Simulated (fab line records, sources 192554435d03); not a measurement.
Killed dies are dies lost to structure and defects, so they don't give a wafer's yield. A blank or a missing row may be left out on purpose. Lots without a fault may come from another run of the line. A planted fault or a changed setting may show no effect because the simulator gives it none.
Split-lot experiment | flow n5_finfet | 7 lots, 21 wafers read, on a route of 1938 steps

THE SPLIT
At N5_BEOL_M13_EXPOSE_07 (exposes mask V12), the setting dose_mj was moved away from the recipe's 24.8 on 5 of the 21 wafers read, by -6.5% to +5.6%. The other wafers ran this setting at the recipe's value.

FROM THE SPLIT TO THE READING: what the file shows between them, 6 steps
- N5_BEOL_M13_PEB_08: peb time 90 s
- N5_BEOL_M13_DEVELOP_09: develop time 45 s
- N5_BEOL_M13_HARDBAKE_14: time 120 s
- N5_BEOL_M13_CD_MEAS_10: target cd 190 nm
- N5_BEOL_M13_STRIP_71: strips in post etch residue remover, time 60 s
- N5_BEOL_M13_SRD_72: time 30 s, dry time 30 s

THE READING
cd_nm, in nm, at N5_BEOL_M13_CD_MEAS_17 (target cd 190 nm). Fault-free wafers of this fab line usually give 190.5 nm, standard deviation 1.9 nm.

wafer  | tool, chamber at the split | dose_mj as run | against the recipe | cd_nm, nm | against lot-mates on the recipe
L075.2 | krf_scanner-01, 0          | 24.8           | recipe             | 194.3     | -
L075.4 | krf_scanner-01, 0          | 24.8           | recipe             | 193.2     | -
L075.6 | krf_scanner-01, 0          | 24.8           | recipe             | 194.0     | -
L074.1 | krf_scanner-01, 0          | 23.95          | -3.4%              | 185.8     | -5.6
L074.2 | krf_scanner-01, 0          | 23.95          | -3.4%              | 187.7     | -3.7
L074.4 | krf_scanner-01, 0          | 24.8           | recipe             | 191.4     | -
L085.2 | krf_scanner-02, 0          | 24.8           | recipe             | 186.8     | -
L085.4 | krf_scanner-02, 0          | 24.8           | recipe             | 187.6     | -
L085.5 | krf_scanner-02, 0          | 26.19          | +5.6%              | 192.7     | +5.5
L082.2 | krf_scanner-01, 0          | 24.8           | recipe             | 191.8     | -
L082.3 | krf_scanner-01, 0          | 23.19          | -6.5%              | 183.5     | -8.3
L082.4 | krf_scanner-01, 0          | 23.19          | -6.5%              | 185.4     | -6.4
L088.2 | krf_scanner-01, 0          | 24.8           | recipe             | 193.2     | -
L088.4 | krf_scanner-01, 0          | 24.8           | recipe             | 192.5     | -
L088.6 | krf_scanner-01, 0          | 24.8           | recipe             | 194.6     | -
L091.1 | krf_scanner-02, 0          | 24.8           | recipe             | 189.1     | -
L091.2 | krf_scanner-02, 0          | 24.8           | recipe             | 189.4     | -
L091.6 | krf_scanner-02, 0          | 24.8           | recipe             | 189.1     | -
L097.2 | krf_scanner-02, 0          | 24.8           | recipe             | 192.4     | -
L097.4 | krf_scanner-02, 0          | 24.8           | recipe             | 190.5     | -
L097.5 | krf_scanner-02, 0          | 24.8           | recipe             | 191.4     | -

THE FIT
A straight line over all 21 wafers: cd_nm changes by +0.878 nm for each +1% of dose_mj; r = +0.70; the points scatter about the line by 2.4 nm.
The same after taking each lot's own level away (the mean of its wafers on the recipe; 21 wafers): +1.12 nm for each +1%; r = +0.97; scatter 0.74 nm.
On that fit, the largest move of dose_mj shifts the reading by 7.3 nm.
The lots' own levels span 187.20 to 193.83 nm, that is 3.5 times the standard deviation above.
So the lot-to-lot level blurs the effect unless lot-mates are compared.
Check: with one of the wafers moved furthest among these (-6.5%) left out of the fit, the line predicts -7.02 nm for it against its lot-mates. It came out at -8.3 nm against them.

THE WHOLE CHAIN: every reading that the file lists as answering this split, in the file's order
step                   | what it does     | reading | change (the file's fit)              | r (the file's)
N5_BEOL_M13_CD_MEAS_10 | target cd 190 nm | cd_nm   | +1.09 nm for each +1% of the setting | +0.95
N5_BEOL_M13_CD_MEAS_17 | target cd 190 nm | cd_nm   | +1.1 nm for each +1% of the setting  | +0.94

THE FILE'S OWN FIT
cd_nm changes by +1.1 nm for each +1% of dose_mj, r = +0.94.
